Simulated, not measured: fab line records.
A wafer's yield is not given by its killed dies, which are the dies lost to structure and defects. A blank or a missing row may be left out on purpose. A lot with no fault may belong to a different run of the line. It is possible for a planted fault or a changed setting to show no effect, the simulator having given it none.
Lot-split experiment    flow n5Finfet    route with 1938 steps; 7 lots, 21 wafers read

## SPLIT DETAILS
At N5_MIM_BOT_LITHO_EXPOSE_05 (exposes mask MIM BOT), the setting doseMj was moved away from the recipe's 24.25 on 10 of the 21 wafers read, by -7.3% to +7.4%. All remaining wafers had this setting at the recipe value.

## FROM THE SPLIT TO THE READING: what the file shows between them, 2 steps
- N5_MIM_BOT_LITHO_DEVELOP_07: develop time 60 s (also split here: developTimeS)
- N5_MIM_BOT_LITHO_HARDBAKE_09: time 120 s

## THE READING
cdNm (nm) at N5_MIM_BOT_LITHO_CD_MEAS_08, where the cd target is 3000 nm. Fault-free wafers of this fab line usually give 2999.8 nm, standard deviation 1.9 nm.

wafer   tool, chamber at the split  doseMj as run  against the recipe  cdNm, nm  against lot-mates on the recipe
L078.2  krfScanner-01, 0            24.25          recipe              3002.0    -
L078.3  krfScanner-01, 0            25.37          +4.6%               3008.6    +6.6
L078.6  krfScanner-01, 0            25.37          +4.6%               3005.1    +3.1
L079.1  krfScanner-02, 0            24.25          recipe              3002.9    -
L079.3  krfScanner-02, 0            24.25          recipe              2999.4    -
L079.4  krfScanner-02, 0            24.25          recipe              2998.6    -
L085.3  krfScanner-01, 0            24.25          recipe              2999.4    -
L085.4  krfScanner-01, 0            24.25          recipe              2998.5    -
L085.5  krfScanner-01, 0            22.75          -6.2%               2989.6    -9.3
L084.3  krfScanner-01, 0            24.25          recipe              3002.1    -
L084.4  krfScanner-01, 0            25.21          +4.0%               3007.7    +5.6
L084.5  krfScanner-01, 0            25.21          +4.0%               3005.5    +3.4
L088.1  krfScanner-01, 0            25.37          +4.6%               3012.5    +9.7
L088.3  krfScanner-01, 0            24.25          recipe              3001.8    -
L088.4  krfScanner-01, 0            24.25          recipe              3003.8    -
L091.2  krfScanner-01, 0            26.04          +7.4%               3013.5    +13.0
L091.3  krfScanner-01, 0            24.25          recipe              3000.5    -
L091.6  krfScanner-01, 0            26.04          +7.4%               3014.4    +13.9
L097.2  krfScanner-02, 0            24.25          recipe              2999.6    -
L097.3  krfScanner-02, 0            22.47          -7.3%               2986.2    -13.4
L097.5  krfScanner-02, 0            22.47          -7.3%               2985.6    -14.0

THE FIT
A straight line over all 21 wafers: cdNm changes by +1.84 nm for each +1% of doseMj; r = +0.97; the points scatter about the line by 1.9 nm.
The same after taking each lot's own level away (the mean of its wafers on the recipe; 21 wafers): +1.68 nm for each +1%; r = +0.97; scatter 1.7 nm.
On that fit, the largest move of doseMj shifts the reading by 12 nm.
The span of the lots' own levels, 2998.95 to 3002.80 nm, comes to 2.0 times the standard deviation stated above.
So the lot-to-lot level changes the slope little: the two slopes agree.
Check: with one of the wafers moved furthest among these (+7.4%) left out of the fit, the line predicts +11.8 nm for it against its lot-mates. It came out at +13 nm against them.

## OTHER SPLITS APPLIED TO THESE WAFERS
Note: prior to the reading, these wafers also went through further splits. Each is held against what the fit with the lots' levels taken away leaves over:
other split on the same wafers            wafers away from the commonest value  r with cdNm (lot level and that fit taken away)
N5_BEOL_M13_ILD_DEP_00 timeS              6                                     +0.05
N5_BEOL_M13_COAT_04 spinRpm               11                                    +0.33
N5_BEOL_M14_PEB_26 pebTempC               5                                     -0.32
N5_BEOL_M14_TRENCH_ETCH_34 biasW          5                                     +0.33
N5_MIM_BOT_SPUTTER_00 timeS               5                                     -0.13
N5_MIM_BOT_LITHO_DEVELOP_07 developTimeS  3                                     +0.00

## FILE'S OWN FIT
cdNm changes by +1.68 nm for each +1% of doseMj, r = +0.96.
